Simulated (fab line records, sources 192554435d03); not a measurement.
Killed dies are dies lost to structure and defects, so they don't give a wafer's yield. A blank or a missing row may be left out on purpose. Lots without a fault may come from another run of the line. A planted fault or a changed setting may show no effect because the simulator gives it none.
fab line records | flow n5_finfet
record lots=9 wafers=25 last_day=21
route steps=1938 shown BEOL_M1@833 BEOL_M2@847 BEOL_M4@1111
lots that met no fault: from a run of the same line without faults
start_h: hours from the record's first day to the start of the lot's first wafer shown | wait_h: hours since the lot's step before | " the same as in the row above | L1.1+2: a row that stands for several wafers | - no value, or no start given | * or withheld: withheld | < > ~ a bound
route shown NAME@n: a module of which the file shows steps, and the number in the route of the first | usual: mean/standard deviation of fault-free wafers | same: alike in all rows | chamber/n: place in a boat | sites: the reading at each site | _std_site: their standard deviation | _edge_site: outer sites' mean less inner sites' | radius_mm: how far each site lies from the wafer's centre | mask NAME#n: copy n | behind: the tool/chamber that last shaped the wafer | hold: why the lot was held/for how many hours/how that ended | device: the transistor (n, p or np) that didn't switch | end of line: the same wafers' tests at the end of the route | a step without rows: its recipe alone | killed: dies lost to structure and defects at the first sort, not the wafer's yield | map: a wafer's dies, x killed, . not, _ none there
set.NAME: the setting as run; set.NAME@STEP: as run at that earlier step | model.NAME: the simulator's own value behind a step, which no gauge read
steps of the route over a sample of lots; a table a step, a row a wafer
services: from which hour (start_h, from the record's first day; less than 0 if before it) a tool's chamber was out of use, for how many hours, and why
## steps
# step N5_BEOL_M1_CMP_52
# recipe stop_on=SiOC t_overpolish_s=6.8 down_force_psi=1 platen_rpm=50 clearing_platen_down_force_psi=1.5 clearing_platen_rpm=50 post_cmp_clean=cu_alkaline target_thk_nm=40 clearing_platen_pad_velocity_m_s=0.99484 pad_velocity_m_s=0.99484
# usual barrier_field_endpoint_s=24.4/0.89 head_pressure_psi=1.0001/0.0021 motor_current_A=5.9/0.65 overpolish_run_s=6.800/0.01 slurry_filter_dp_kPa=13.52/0.15 time_to_endpoint_s=61/4.8
# columns lot.wafer tool chamber start_h wait_h barrier_field_endpoint_s head_pressure_psi motor_current_A overpolish_run_s slurry_filter_dp_kPa time_to_endpoint_s
L321.1 cmp-03 2 169.32 0.3 22.9 0.9979 5.8 6.806 13.63 53
L321.4 " 3 " " 23.6 1.0019 6.8 6.797 13.68 54
L321.6 " 3 " " 23.0 1.0017 6.6 6.796 13.37 54
L320.2 cmp-02 3 169.32 0.3 24.7 1.0031 6.1 6.792 13.55 60
L320.6 " 0 " " 25.0 0.9993 5.1 6.789 13.71 64
L318.1 cmp-02 1 171.27 0.3 23.5 0.9982 5.1 6.792 13.47 56
L318.4 " 0 " " 25.0 1.0001 5.1 6.792 13.24 59
L318.5 " 2 " " 23.6 0.9983 4.7 6.807 13.48 56
L324.1 cmp-03 3 182.67 0.3 24.7 1.0011 6.3 6.814 13.53 56
L324.2 " 0 " " 24.3 1.0010 7.1 6.795 13.43 56
L324.6 " 3 " " 25.3 0.9997 6.2 6.793 13.50 59
L326.2 cmp-01 1 186.10 0.3 25.9 1.0007 6.4 6.807 13.22 69
L326.1 " 2 " " 25.5 0.9997 5.7 6.809 13.64 68
L326.5 " 0 " " 26.2 0.9975 6.7 6.791 13.77 68
L327.1 cmp-01 1 203.30 0.3 26.0 1.0046 6.9 6.789 13.24 74
L327.3 " 0 " " 25.5 1.0000 6.7 6.812 13.69 71
L327.5 " 2 " " 25.2 0.9985 5.7 6.806 13.62 66
L334.4 cmp-02 1 236.27 0.2 23.8 1.0019 4.9 6.814 13.30 57
L334.6 " 2 " " 25.1 0.9988 4.8 6.823 13.46 61
L338.3 cmp-03 2 262.40 0.2 23.1 0.9973 5.5 6.786 13.64 55
L338.1 " 0 " " 22.4 0.9989 6.9 6.804 13.33 55
L338.6 " 2 " " 23.7 0.9976 5.7 6.796 13.70 58
L340.2 cmp-01 2 272.72 0.3 24.0 0.9990 5.6 6.797 13.73 60
L340.3 " 3 " " 23.6 1.0024 5.2 6.805 13.27 55
L340.6 " 0 " " 25.4 1.0004 6.3 6.803 13.44 65
# step N5_BEOL_M1_DEP_57
# recipe material=SiCN target_thk_a=80 temp_c=withheld precursor=3MS/NH3 pressure_torr=3 rf_w=202 time_s=14
# usual showerhead_plenum_p_Torr=3.663/0.015 throttle_valve_pct=9.2/0.36
# columns lot.wafer tool chamber start_h wait_h showerhead_plenum_p_Torr throttle_valve_pct
L320.2 pecvd-04 1 169.70 0.0 3.634 9.9
L320.6 " 2 " " 3.681 9.0
L321.1 pecvd-02 2 169.81 0.0 3.668 9.1
L321.4 " 0 " " 3.663 9.4
L321.6 " 1 " " 3.649 9.4
L318.1 pecvd-04 0 171.78 0.0 3.660 9.2
L318.4 " 2 " " 3.678 9.4
L318.5 " 1 " " 3.645 9.5
L324.1 pecvd-03 1 183.12 0.0 3.652 9.6
L324.2 " 2 " " 3.690 8.8
L324.6 " 1 " " 3.664 9.5
L326.1 pecvd-03 0 186.51 0.0 3.663 9.3
L326.2 " 2 " " 3.698 8.7
L326.5 " 0 " " 3.659 9.4
L327.1 pecvd-03 0 203.80 0.0 3.655 9.4
L327.3 " 0 " " 3.654 8.9
L327.5 " 0 " " 3.660 9.2
L334.4 pecvd-02 2 236.66 0.0 3.675 9.0
L334.6 " 1 " " 3.646 9.5
L338.1 pecvd-03 1 262.89 0.0 3.669 9.5
L338.3 " 2 " " 3.694 8.6
L338.6 " 1 " " 3.656 9.4
L340.2 pecvd-03 1 273.13 0.0 3.657 9.5
L340.3 " 0 " " 3.660 9.0
L340.6 " 2 " " 3.693 8.7
# step N5_BEOL_M2_COAT_73
# recipe resist=underlayer temp_c=205 time_s=60 spin_rpm=1500 resist_thk_nm=5
# usual spin_speed_rpm=1500.1/0.89
# columns lot.wafer tool chamber start_h wait_h spin_speed_rpm
L320.2 litho_track-01 0 170.72 - 1499.8
L320.6 " 0 " " 1499.7
L321.1 litho_track-02 0 170.90 - 1498.9
L321.4 " 0 " " 1499.4
L321.6 " 0 " " 1499.2
L318.1 litho_track-02 0 173.86 - 1500.3
L318.4 " 0 " " 1500.8
L318.5 " 0 " " 1498.8
L324.1 litho_track-02 0 185.86 - 1720.6
L324.2 " 0 " " 1719.8
L324.6 " 0 " " 1720.7
L326.1 litho_track-02 0 187.52 - 1722.1
L326.2 " 0 " " 1720.5
L326.5 " 0 " " 1720.8
L327.1 litho_track-02 0 205.39 - 1719.4
L327.3 " 0 " " 1720.4
L327.5 " 0 " " 1720.9
L334.4 litho_track-04 0 237.66 - 1498.2
L334.6 " 0 " " 1499.8
L338.1 litho_track-02 0 264.36 - 1499.3
L338.3 " 0 " " 1499.3
L338.6 " 0 " " 1500.7
L340.2 litho_track-02 0 273.66 - 1500.9
L340.3 " 0 " " 1501.0
L340.6 " 0 " " 1500.2
# step N5_BEOL_M2_DESCUM_16
# recipe chemistry=O2 time_s=7 source_power_w=50 bias_power_w=20 pressure_mtorr=20 rf_frequency_hz=2.712e+07 temp_c=40 resist=CAR-EUV o2_flow_sccm=225
# usual drypump_motor_current_A=5.9/0.45 oes_product_au=0.81/0.083 rf_vpp_V=243.9/1.3 showerhead_plenum_p_Torr=2.14/0.07 throttle_valve_pct=20.33/0.21
# columns lot.wafer tool chamber start_h wait_h drypump_motor_current_A oes_product_au rf_hours_counter_h rf_vpp_V showerhead_plenum_p_Torr throttle_valve_pct
L320.2 rie_diel-05 2 171.11 0.0 5.8 0.88 41 244.5 2.10 20.04
L320.6 " 0 " " 5.7 0.82 - 245.9 2.22 20.09
L321.1 rie_diel-04 2 171.29 0.0 5.7 0.80 94 242.7 2.08 20.13
L321.4 " 0 " " 5.1 0.68 239 243.2 2.06 20.71
L321.6 " 2 " " 5.7 0.80 - 244.5 2.08 20.13
L318.1 rie_diel-01 1 174.37 0.0 5.9 0.68 230 241.1 2.08 20.87
L318.4 " 0 " " 6.2 0.83 73 243.5 2.20 20.27
L318.5 " 1 " " 5.9 0.68 - 243.3 2.08 20.88
L324.1 rie_diel-05 1 186.37 0.0 6.2 0.92 17 245.2 2.23 20.54
L324.2 " 3 " " 6.7 0.87 25 245.7 2.25 20.39
L324.6 " 1 " " 6.2 0.92 - 245.5 2.23 20.54
L326.1 rie_diel-05 3 187.91 0.0 6.7 0.88 26 244.1 2.25 20.40
L326.2 " 1 " " 6.2 0.93 18 246.3 2.23 20.54
L326.5 " 2 " " 5.8 0.87 - 243.3 2.10 20.07
L327.1 rie_diel-05 2 206.74 0.9 5.8 0.86 55 242.9 2.10 20.06
L327.3 " 0 " " 5.7 0.80 69 243.9 2.21 20.11
L327.5 " 0 " " 5.7 0.80 - 244.8 2.21 20.11
L334.4 rie_diel-01 0 238.20 0.0 6.2 0.79 - 245.7 2.19 20.31
L334.6 " 3 " " 6.4 0.74 - 243.4 2.09 20.24
L338.1 rie_diel-04 0 264.88 0.0 5.1 0.93 13 241.7 2.05 20.33
L338.3 " 3 " " 5.7 0.67 281 244.9 2.14 20.55
L338.6 " 2 " " 5.7 0.75 - 242.4 2.07 20.19
L340.2 rie_diel-04 0 274.08 0.1 5.1 0.92 17 243.6 2.05 20.33
L340.3 " 2 " " 5.7 0.76 143 244.9 2.07 20.21
L340.6 " 2 " " 5.7 0.75 - 242.2 2.07 20.23
# step N5_BEOL_M2_ETCH_74
# recipe chemistry=N2/H2 target=underlayer target_depth_a=65 mask_material=CAR-EUV time_s=5.2 ion_energy_ev=200 pressure_mtorr=30 source_w=840 bias_w=150 n2_flow_sccm=200 h2_flow_sccm=200 ends=cleared
# usual drypump_motor_current_A=5.9/0.45 etch_rf_on_time_s=5.17/0.14 oes_product_au=0.69/0.069 rf_vpp_V=525.5/2.3 showerhead_plenum_p_Torr=2.61/0.074 throttle_valve_pct=17.79/0.27
# columns lot.wafer tool chamber start_h wait_h drypump_motor_current_A etch_rf_on_time_s oes_product_au rf_hours_counter_h rf_vpp_V showerhead_plenum_p_Torr throttle_valve_pct
L320.2 rie_diel-05 2 171.15 0.0 5.8 5.34 0.73 41 522.8 2.60 17.73
L320.6 " 0 " " 5.7 5.14 0.71 - 527.6 2.67 17.30
L321.1 rie_diel-04 2 171.32 0.0 5.7 5.16 0.68 94 523.3 2.55 17.63
L321.4 " 0 " " 5.1 5.33 0.57 239 522.5 2.51 18.23
L321.6 " 2 " " 5.7 5.18 0.69 - 522.8 2.55 17.64
L318.1 rie_diel-01 1 174.41 0.0 5.9 5.28 0.57 230 523.2 2.50 18.15
L318.4 " 0 " " 6.2 5.30 0.71 73 529.7 2.72 18.00
L318.5 " 1 " " 6.0 5.31 0.58 - 521.6 2.50 18.13
L324.1 rie_diel-05 1 186.40 0.0 6.2 4.82 0.78 17 525.4 2.72 18.06
L324.2 " 3 " " 6.7 4.75 0.76 25 528.6 2.69 17.45
L324.6 " 1 " " 6.2 4.84 0.79 - 529.3 2.72 18.07
L326.1 rie_diel-05 3 187.94 0.0 6.8 4.72 0.77 26 531.4 2.69 17.44
L326.2 " 1 " " 6.2 4.78 0.79 18 531.7 2.72 18.06
L326.5 " 2 " " 5.8 5.03 0.73 - 524.0 2.59 17.74
L327.1 rie_diel-05 2 206.78 0.0 5.8 4.93 0.72 55 523.2 2.59 17.75
L327.3 " 0 " " 5.7 4.68 0.71 69 529.5 2.66 17.35
L327.5 " 0 " " 5.7 4.71 0.70 - 525.1 2.66 17.34
L334.4 rie_diel-01 0 238.22 0.0 6.2 5.21 0.69 - 524.2 2.70 18.05
L334.6 " 3 " " 6.4 5.36 0.61 - 524.0 2.52 17.64
L338.1 rie_diel-04 0 264.91 0.0 5.1 5.15 0.80 13 521.9 2.50 17.81
L338.3 " 3 " " 5.7 4.95 0.59 281 526.1 2.60 18.05
L338.6 " 2 " " 5.7 5.12 0.65 - 523.4 2.53 17.71
L340.2 rie_diel-04 0 274.12 0.0 5.1 5.17 0.77 17 522.7 2.50 17.78
L340.3 " 2 " " 5.7 5.12 0.65 143 523.3 2.53 17.73
L340.6 " 2 " " 5.7 5.19 0.64 - 521.7 2.53 17.75
# step N5_BEOL_M4_RC_MEAS_101
# usual DIBL_N=37.7/2 DIBL_P=37.7/2.3 IOFF_N=0.18/0.039 IOFF_P=0.23/0.042 ION_N=681/12 ION_P=463/8 SS_N=71.9/0.68 SS_P=73.6/0.71 VT_N=248/3.2 VT_P=-249/3.1
# columns lot.wafer tool chamber start_h wait_h DIBL_N[mV/V] DIBL_P[mV/V] IOFF_N[nA/um] IOFF_P[nA/um] ION_N[uA/um] ION_P[uA/um] SS_N[mV/dec] SS_P[mV/dec] VT_N[mV] VT_P[mV]
L318.1 prober-01 0 273.92 0.0 36.0 33.5 0.15 0.17 683 459 71.5 73.2 248 -252
L318.4 " 0 " " 41.0 39.8 0.31 0.28 702 465 72.3 74.6 239 -246
L318.5 " 0 " " 37.1 35.3 0.17 0.20 672 459 71.9 73.7 247 -250
L320.2 prober-02 0 276.70 0.2 38.0 37.0 0.19 0.20 692 462 71.4 73.3 247 -252
L320.6 " 0 " " 37.4 37.3 0.16 0.21 681 459 71.2 73.3 249 -252
L321.1 prober-01 0 278.27 0.0 36.2 35.5 0.13 0.16 658 441 72.6 73.6 254 -256
L321.4 " 0 " " 37.5 38.0 0.16 0.20 679 457 72.2 72.6 251 -254
L321.6 " 0 " " 41.2 40.8 0.24 0.24 677 452 72.4 74.0 245 -250
L324.1 prober-01 0 298.57 0.0 40.2 40.8 0.22 0.27 673 456 72.8 74.5 246 -248
L324.2 " 0 " " 39.1 39.3 0.21 0.24 687 465 72.5 73.8 247 -248
L324.6 " 0 " " 38.9 38.2 0.19 0.22 662 449 71.9 73.5 251 -251
L326.1 prober-01 0 309.95 0.0 37.6 36.9 0.16 0.23 664 460 72.0 74.0 250 -249
L326.2 " 0 " " 40.3 38.5 0.23 0.25 682 461 72.7 74.1 247 -245
L326.5 " 0 " " 38.8 38.6 0.18 0.24 670 455 71.5 73.5 251 -250
L327.1 prober-02 0 323.10 0.0 34.1 34.6 0.14 0.18 668 453 70.5 72.2 250 -252
L327.3 " 0 " " 36.3 37.9 0.19 0.24 697 472 72.3 73.2 247 -248
L327.5 " 0 " " 34.2 35.2 0.16 0.19 689 470 71.6 73.5 247 -249
L334.4 prober-02 0 348.91 0.5 37.3 36.6 0.16 0.23 680 463 72.0 74.3 252 -250
L334.6 " 0 " " 38.1 37.9 0.19 0.25 676 459 72.4 73.7 249 -246
L338.1 prober-02 0 385.87 0.0 38.5 36.9 0.20 0.21 681 464 72.8 73.6 247 -249
L338.3 " 0 " " 35.3 35.0 0.15 0.19 682 464 71.3 73.6 248 -249
L338.6 " 0 " " 36.5 36.6 0.15 0.20 671 457 71.7 73.2 251 -249
L340.2 prober-02 0 402.43 0.2 36.5 36.5 0.16 0.26 662 460 71.5 73.6 250 -245
L340.3 " 0 " " 33.3 31.9 0.12 0.17 680 463 70.8 73.0 248 -251
L340.6 " 0 " " 36.9 37.3 0.19 0.26 686 475 72.2 74.0 248 -246
## services
# columns tool chamber start_h hours kind
cmp-02 - 156.03 8.3 repair
pecvd-03 1 159.56 3.4 repair
rie_diel-01 3 166.05 3.5 repair
cmp-02 - 177.05 3.1 repair
cmp-03 - 185.93 5.7 pm
cmp-02 - 197.21 0.7 repair
rie_diel-04 0 198.98 - clean
rie_diel-04 0 198.98 - consumable_replace:focus_ring
rie_diel-04 0 198.98 36.9 scheduled_down
rie_diel-04 0 198.98 36.9 vent_cycle
rie_diel-04 1 200.64 69.6 repair
cmp-02 - 202.14 4.0 pm
rie_diel-04 3 203.83 8.1 repair
pecvd-04 - 204.95 2.6 repair
cmp-01 - 206.67 2.5 repair
rie_diel-01 - 214.57 2.8 pm
cmp-03 - 229.64 2.4 repair
cmp-03 - 245.03 4.0 pm
rie_diel-05 0 250.34 11.5 repair
pecvd-04 - 265.32 2.9 repair
rie_diel-05 0 265.71 1.2 repair
rie_diel-04 3 270.29 - clean
rie_diel-04 3 270.29 - consumable_replace:focus_ring
rie_diel-01 1 271.01 14.9 repair
## key
first_sign step=N5_BEOL_M2_COAT_73 reading=spin_speed_rpm direction=up sigmas=99+ usual=* struck=*
effect step=N5_BEOL_M2_ETCH_74 reading=etch_rf_on_time_s direction=down sigmas=2.6 usual=* struck=*
met_at N5_BEOL_M2_COAT_73
struck_lots L324,L326,L327
not_acting_at N5_BEOL_M1_CMP_52,N5_BEOL_M1_DEP_57,N5_BEOL_M2_DESCUM_16
onset_between 173.86 185.86
fault kind=process_parameter_drift tool=litho_track-02 chamber=- onset_h=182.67 steps=N5_BEOL_M2_COAT_73 channel=spin_rpm offset=* shape=step end_h=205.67 acts_in=* stated=*
